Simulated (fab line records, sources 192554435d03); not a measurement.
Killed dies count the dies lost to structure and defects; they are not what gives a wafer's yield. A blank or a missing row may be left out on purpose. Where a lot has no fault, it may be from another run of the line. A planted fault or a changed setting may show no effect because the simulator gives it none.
Matching of chambers | flow n5_finfet | 4 sister chambers for N5_HKMG_FIN_ALD_75 on ald_hk-01
The step deposits Al2O3, target thk 1 nm, co reactant pulse time 1 s. 8 wafers are shown with their chamber, then 9 later ones without.

## WAFERS WITH THEIR CHAMBER
wafer  | chamber | heater_power_w (W) | heater_power_outer_w (W)
L081.5 | 2       | 142                | 77
L093.5 | 1       | 160                | 90
L094.2 | 1       | 163                | 91
L094.3 | 0       | 145                | 77
L094.6 | 3       | 174                | 86
L095.1 | 0       | 141                | 79
L095.2 | 2       | 144                | 77
L095.3 | 3       | 171                | 86

## WAFERS WITHOUT THEIR CHAMBER
wafer  | heater_power_w (W) | heater_power_outer_w (W)
L095.4 | 160                | 91
L095.5 | 147                | 76
L095.6 | 157                | 88
L096.1 | 140                | 77
L096.2 | 166                | 86
L096.4 | 141                | 78
L097.3 | 160                | 91
L097.5 | 144                | 77
L097.6 | 163                | 88

## THE CHAMBER EACH PASSED THROUGH
wafer  | from the rows above     | in truth
L095.4 | 1                       | 1
L095.5 | can't be placed: 2 or 0 | 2
L095.6 | 1                       | 1
L096.1 | can't be placed: 2 or 0 | 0
L096.2 | 3                       | 3
L096.4 | can't be placed: 0 or 2 | 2
L097.3 | 1                       | 1
L097.5 | can't be placed: 2 or 0 | 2
L097.6 | can't be placed: 1 or 3 | 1
Correctly placed: 4 of 9. These rows do not allow placing 5 (true chamber among the candidates in 5). Wrongly placed: 0.
How it was worked out, from the rows above alone: a wafer's distance from a chamber is the root of the sum, over the readings, of the square of ((its reading less the chamber's mean) divided by the reading's scatter). If the next closest chamber is less than 2 further off than the closest, the wafer can't be placed; otherwise it belongs to the closest. The mean given for a chamber averages the wafers shown for that chamber. The scatter: take each reading less its chamber's mean, square it, sum over the shown wafers, divide by the number of wafers less the number of chambers, and take the root.
